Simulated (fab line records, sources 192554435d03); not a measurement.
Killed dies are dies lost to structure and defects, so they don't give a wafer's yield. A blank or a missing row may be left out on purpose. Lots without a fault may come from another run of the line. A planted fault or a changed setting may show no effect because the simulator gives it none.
Which tool did it? | flow n5_finfet | 9 lots, 27 wafers sampled, at 5 steps of a route of 1938

WHAT THE GAUGES READ, wafer by wafer
N5_BEOL_M4_RC_MEAS_101.
lot  | measured     | on        | DIBL_N (mV/V)
L254 | day 9 17:05  | prober-01 | 36.7 36.6 36.4
L253 | day 9 23:38  | prober-01 | 36.5 37.5 36.6
L255 | day 10 15:31 | prober-02 | 37.3 37.8 36.0
L262 | day 12 05:26 | prober-01 | 37.2 35.8 36.2
L266 | day 12 10:00 | prober-02 | 36.0 36.0 36.0
L264 | day 12 12:53 | prober-02 | 37.1 36.4 34.7
L272 | day 13 19:12 | prober-01 | 35.7 37.4 36.5
L270 | day 13 20:59 | prober-02 | 38.3 37.7 38.1
L271 | day 14 03:20 | prober-02 | 37.2 37.1 35.9

WHICH TOOL RAN EACH LOT (tool, then ch and the chambers of the sampled wafers, then the start)
lot  | N5_BEOL_M4_STRIP_36                | N5_BEOL_M4_DEGAS_44          | N5_BEOL_M4_SPUTTER_48        | N5_BEOL_M4_SPUTTER_88
L254 | rie_diel-03 ch 0,2, day 9 11:53    | pvd_sputter-01, day 9 13:13  | pvd_sputter-01, day 9 14:07  | pvd_sputter-01, day 9 14:59
L253 | rie_diel-01 ch 0,1, day 9 18:53    | pvd_sputter-02, day 9 19:37  | pvd_sputter-01, day 9 20:36  | pvd_sputter-01, day 9 21:29
L255 | rie_diel-03 ch 1,3, day 10 11:17   | pvd_sputter-03, day 10 11:44 | pvd_sputter-03, day 10 12:29 | pvd_sputter-03, day 10 13:22
L262 | rie_diel-01 ch 1,2,3, day 12 00:16 | pvd_sputter-02, day 12 01:14 | pvd_sputter-03, day 12 01:56 | pvd_sputter-03, day 12 02:49
L266 | rie_diel-06 ch 0,3, day 12 05:40   | pvd_sputter-03, day 12 06:16 | pvd_sputter-03, day 12 07:01 | pvd_sputter-03, day 12 07:53
L264 | rie_diel-03 ch 1,2,3, day 12 08:25 | pvd_sputter-03, day 12 08:51 | pvd_sputter-01, day 12 09:34 | pvd_sputter-01, day 12 10:27
L272 | rie_diel-03 ch 0,2,3, day 13 15:05 | pvd_sputter-02, day 13 15:34 | pvd_sputter-03, day 13 16:17 | pvd_sputter-03, day 13 17:10
L270 | rie_diel-01 ch 1,2,3, day 13 16:22 | pvd_sputter-01, day 13 17:19 | pvd_sputter-03, day 13 18:07 | pvd_sputter-03, day 13 19:00
L271 | rie_diel-01 ch 2,3, day 13 22:33   | pvd_sputter-03, day 13 23:08 | pvd_sputter-03, day 14 00:08 | pvd_sputter-03, day 14 01:01
- N5_BEOL_M4_STRIP_36: strips in N2/H2.
- N5_BEOL_M4_DEGAS_44: time 60 s.
- N5_BEOL_M4_SPUTTER_48: material Cu, target thk 4.5 nm, time 8.29 s.
- N5_BEOL_M4_SPUTTER_88: material Cu, target thk 4.5 nm, time 8.29 s.

THE ANSWER, worked out from the rows above alone
Rule: what is usual is taken from the lots themselves. Put in order of their means at a reading, lots are off if they are a third of the lots or fewer, leave a main group of 4 or more, and stand apart from it by a gap of 3 or more times the standard deviation of the main group's means; of several such gaps the widest counts. A main group whose means are all the same, to the digits that the tables above print for the reading, isn't used. A lot without any number at a reading at which 4 lots or more have one is off too. The other lots that the step has rows for count as sound.
No lot is off at any reading shown: from this, nothing can be told.

WHAT THE SIMULATOR HAD PUT IN
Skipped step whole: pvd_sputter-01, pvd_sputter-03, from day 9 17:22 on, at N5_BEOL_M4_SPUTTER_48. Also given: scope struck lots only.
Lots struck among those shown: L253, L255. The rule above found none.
